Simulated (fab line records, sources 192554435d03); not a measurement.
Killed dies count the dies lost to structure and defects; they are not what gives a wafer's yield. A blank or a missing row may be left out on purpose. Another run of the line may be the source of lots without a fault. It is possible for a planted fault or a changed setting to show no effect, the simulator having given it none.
Which tool is to blame? :: flow n5 finfet :: 29 wafers from 11 lots sampled at 4 of the route's 1938 steps

WHAT THE GAUGES SHOWED, per wafer
N5_MOL_CONTACT_COAG_THK_MEAS_29.
lot: L491
measured: day 5 03:44
on: film metro-02
MD_CAP_THK (nm): 17.87 17.87 17.98

lot: L492
measured: day 5 08:04
on: film metro-02
MD_CAP_THK (nm): 17.89 17.86 17.94

lot: L497
measured: day 6 14:46
on: film metro-01
MD_CAP_THK (nm): 18.01 18.03 17.95

lot: L498
measured: day 6 21:36
on: film metro-02
MD_CAP_THK (nm): 17.94 17.88 17.83

lot: L499
measured: day 7 00:57
on: film metro-01
MD_CAP_THK (nm): 18.01 18.06 18.03

lot: L507
measured: day 9 02:16
on: film metro-02
MD_CAP_THK (nm): 17.76 17.92

lot: L508
measured: day 9 11:31
on: film metro-01
MD_CAP_THK (nm): 17.81 17.85

lot: L510
measured: day 9 20:55
on: film metro-01
MD_CAP_THK (nm): 17.83 17.88 17.88

lot: L511
measured: day 10 10:29
on: film metro-01
MD_CAP_THK (nm): 17.84 17.96

lot: L513
measured: day 10 18:00
on: film metro-02
MD_CAP_THK (nm): 17.82 17.84 17.74

lot: L514
measured: day 11 03:32
on: film metro-02
MD_CAP_THK (nm): 17.90 17.92

WHICH TOOL RAN EACH LOT (tool, then ch and the chambers of the sampled wafers, then the start)
lot: L491
N5_MOL_CONTACT_COAG_ALD_20: ald metal-03 ch 1,2, day 4 21:58
N5_MOL_CONTACT_COAG_SPUTTER_143: pvd sputter-03, day 4 22:46
N5_MOL_CONTACT_COAG_ALD_27: ald sin-02 ch 0,2, day 5 01:52

lot: L492
N5_MOL_CONTACT_COAG_ALD_20: ald metal-03 ch 0,1,3, day 5 00:02
N5_MOL_CONTACT_COAG_SPUTTER_143: pvd sputter-02, day 5 01:05
N5_MOL_CONTACT_COAG_ALD_27: ald sin-02 ch 1,2,3, day 5 06:12

lot: L497
N5_MOL_CONTACT_COAG_ALD_20: ald metal-01 ch 0,1,3, day 6 04:11
N5_MOL_CONTACT_COAG_SPUTTER_143: pvd sputter-03, day 6 08:04
N5_MOL_CONTACT_COAG_ALD_27: ald sin-02 ch 0,1, day 6 12:54

lot: L498
N5_MOL_CONTACT_COAG_ALD_20: ald metal-03 ch 0,2,3, day 6 11:17
N5_MOL_CONTACT_COAG_SPUTTER_143: pvd sputter-02, day 6 12:42
N5_MOL_CONTACT_COAG_ALD_27: ald sin-01 ch 1,2,3, day 6 19:44

lot: L499
N5_MOL_CONTACT_COAG_ALD_20: ald metal-03 ch 2,3, day 6 17:55
N5_MOL_CONTACT_COAG_SPUTTER_143: pvd sputter-03, day 6 19:28
N5_MOL_CONTACT_COAG_ALD_27: ald sin-02 ch 0,3, day 6 23:05

lot: L507
N5_MOL_CONTACT_COAG_ALD_20: ald metal-02 ch 0,2, day 8 18:17
N5_MOL_CONTACT_COAG_SPUTTER_143: pvd sputter-01, day 8 19:49
N5_MOL_CONTACT_COAG_ALD_27: ald sin-01 ch 0,1, day 9 00:23

lot: L508
N5_MOL_CONTACT_COAG_ALD_20: ald metal-03 ch 0,1, day 9 03:51
N5_MOL_CONTACT_COAG_SPUTTER_143: pvd sputter-01, day 9 05:33
N5_MOL_CONTACT_COAG_ALD_27: ald sin-01 ch 0,2, day 9 09:39

lot: L510
N5_MOL_CONTACT_COAG_ALD_20: ald metal-03 ch 1,2,3, day 9 14:24
N5_MOL_CONTACT_COAG_SPUTTER_143: pvd sputter-02, day 9 15:26
N5_MOL_CONTACT_COAG_ALD_27: ald sin-01 ch 1,2,3, day 9 19:03

lot: L511
N5_MOL_CONTACT_COAG_ALD_20: ald metal-03 ch 3, day 10 02:04
N5_MOL_CONTACT_COAG_SPUTTER_143: pvd sputter-03, day 10 03:27
N5_MOL_CONTACT_COAG_ALD_27: ald sin-04 ch 2,3, day 10 08:38

lot: L513
N5_MOL_CONTACT_COAG_ALD_20: ald metal-03 ch 0,1, day 10 11:43
N5_MOL_CONTACT_COAG_SPUTTER_143: pvd sputter-02, day 10 12:55
N5_MOL_CONTACT_COAG_ALD_27: ald sin-04 ch 1,2,3, day 10 16:08

lot: L514
N5_MOL_CONTACT_COAG_ALD_20: ald metal-03 ch 0,2, day 10 20:25
N5_MOL_CONTACT_COAG_SPUTTER_143: pvd sputter-02, day 10 21:35
N5_MOL_CONTACT_COAG_ALD_27: ald sin-02 ch 0,2, day 11 01:40
- N5_MOL_CONTACT_COAG_ALD_20: deposits TiN, target thk 1.5 nm, pulse time 1 s, purge time 3 s.
- N5_MOL_CONTACT_COAG_SPUTTER_143: material Co, target thk 2.5 nm.
- N5_MOL_CONTACT_COAG_ALD_27: deposits SiOC, target thk 17 nm, pulse time 1.5 s, time 2720 s.

THE ANSWER, worked out from the rows above alone
Rule: the usual values come from the lots themselves. Put in order of their means at a reading, lots are off if they are a third of the lots or fewer, leave a main group of 4 or more, and stand apart from it by a gap of 3 or more times the standard deviation of the main group's means; of several such gaps the widest counts. If all means in a main group match to the digits the tables above print for the reading, that group is not used. A lot without any number at a reading at which 4 lots or more have one is off too. Where the step has rows for the other lots, those lots are counted as sound.
Across all readings shown, no lot is off: no conclusion can be drawn from this.

WHAT WAS PUT IN BY THE SIMULATOR
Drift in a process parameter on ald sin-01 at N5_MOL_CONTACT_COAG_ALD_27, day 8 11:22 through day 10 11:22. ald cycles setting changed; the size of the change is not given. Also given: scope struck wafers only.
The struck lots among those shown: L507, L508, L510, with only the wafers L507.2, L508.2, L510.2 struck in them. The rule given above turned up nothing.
